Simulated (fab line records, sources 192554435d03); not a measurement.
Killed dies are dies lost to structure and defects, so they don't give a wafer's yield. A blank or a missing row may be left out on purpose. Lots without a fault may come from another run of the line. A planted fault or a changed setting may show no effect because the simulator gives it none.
A struck lot beside a sound one | flow n5_finfet | 17 steps out of a route of 1938
Sound: wafers L667.2, L667.5, L667.6. Struck: wafers L655.3, L655.4, L655.5. The cause comes at the end.
At each step with rows: each side's tool, then ch and its chambers, then its first start. Under that, the readings that differ: sound wafers | struck wafers | difference of the means | sigmas: that difference in standard deviations of wafers without a fault.
alike: readings whose means differ by less than 2 such deviations, and words and numbers that are the same on both sides. not compared: withheld readings, readings that some wafer has no value for, bounds like >300 that may hide the same value, and numbers for which the record gives no deviation and whose values overlap.
The two part at a step that has a row with sigmas, a row that says differs or no value, or rows on one side only. Numbers that don't overlap but have no deviation are shown without sigmas and don't part them. A reading that every wafer of one side lacks parts them only if that side has two wafers or more.

first, 4 steps without rows for these wafers: N5_BEOL_M2_ANNEAL_82 (time 240 s); N5_BEOL_M2_SPUTTER_86 (material Cu, target thk 4.5 nm, time 8.29 s); N5_BEOL_M2_ANNEAL_87 (time 240 s); N5_BEOL_M2_SPUTTER_88 (material Cu, target thk 4.5 nm, time 8.29 s).
N5_BEOL_M2_ANNEAL_89: time 240 s.
  sound on pvd_sputter-01, day 11 21:31; struck on pvd_sputter-03, day 8 08:17
  alike: heater_power_w
then, 2 steps without rows for these wafers: N5_BEOL_M2_SPUTTER_90 (material Cu, target thk 4.5 nm, time 8.29 s); N5_BEOL_M2_ANNEAL_91 (time 240 s).
N5_BEOL_M2_SPUTTER_92: material Cu, target thk 4.5 nm, time 8.29 s.
  sound on pvd_sputter-01, day 11 21:53; struck on pvd_sputter-03, day 8 08:39
  alike: chamber_pressure_pa, throttle_valve_pct
then, 1 step without rows for these wafers: N5_BEOL_M2_ANNEAL_93 (time 240 s).
N5_BEOL_M2_SPUTTER_94: material Cu, target thk 4.5 nm, time 8.29 s.
  sound on pvd_sputter-01, day 11 22:06; struck on pvd_sputter-03, day 8 08:52
  alike: chamber_pressure_pa, throttle_valve_pct
N5_BEOL_M2_ANNEAL_95: time 240 s.
  sound on pvd_sputter-01, day 11 22:11; struck on pvd_sputter-03, day 8 08:57
  alike: heater_power_w
then, 1 step without rows for these wafers: N5_BEOL_M2_SPUTTER_96 (material Cu, target thk 4.5 nm, time 8.29 s).
N5_BEOL_M2_ECD_50: material Cu, target thk 300 nm.
  sound on ecd_cu-01 ch 0,1, day 11 22:26; struck on ecd_cu-01 ch 0,1, day 8 09:13
N5_BEOL_M2_ANNEAL_51: time 90 s.
  sound on rtp_anneal-02 ch 0, day 11 22:53; struck on rtp_anneal-01 ch 0, day 8 09:22
  alike: wafer_temp_C_max
N5_BEOL_M2_CMP_52: polishes, stops on SiOC, t overpolish 6.8 s, target thk 40 nm.
  sound on cmp-04 ch 0,1, day 11 23:10; struck on cmp-03 ch 0,2,3, day 8 09:35
  reading                | sound    | struck | difference | sigmas
  time_to_endpoint_s (s) | 57 65 57 | 3 3 4  | -56        | -14
  alike: motor_current_A
N5_BEOL_M4_RC_MEAS_101:
  the record has rows for the sound wafers here (prober-02 ch 0, day 13 05:37) and none for the struck ones
-- the record jumps here: 6 days lie between the struck wafers' starts before and after (it left off in module BEOL_M4 and takes up again in module PASSIVATION, whose first step shown is number 1936 of the route) --
N5_PASSIVATION_PROBE_49:
  sound on prober-02, day 20 08:26; struck on prober-01, day 14 05:33
  reading                  | sound          | struck         | difference | sigmas
  defect_limited_yield (%) | 90.8 90.8 90.8 | 0 0 0          | -91        | -65
  killed_at_M0_to_M3       | 35 38 42       | 1106 1134 1111 | +1079      | +98
  killed_dies              | 109 108 108    | 1180 1180 1180 | +1072      | +67
  killed_on_rim            | 16 12 13       | 152 152 152    | +138       | +33
  sort_bin_5_function (%)  | 5.2 6.2 5.3    | 96.7 97.3 97.0 | +91.4      | +99 or more
  sort_n_pass              | 1071 1072 1072 | 0 0 0          | -1072      | -51
  sort_yield_pct (%)       | 90.8 90.8 90.8 | 0 0 0          | -91        | -50
  alike: killed_at_M4_up, killed_at_contacts, killed_at_front_end, killed_at_other, killed_open, killed_short, sort_bin_4_leakage, sort_bin_6_memory

WHERE THEY PART
First at N5_BEOL_M2_CMP_52; last, within this record, at N5_PASSIVATION_PROBE_49.

WHY: what the simulator had put in
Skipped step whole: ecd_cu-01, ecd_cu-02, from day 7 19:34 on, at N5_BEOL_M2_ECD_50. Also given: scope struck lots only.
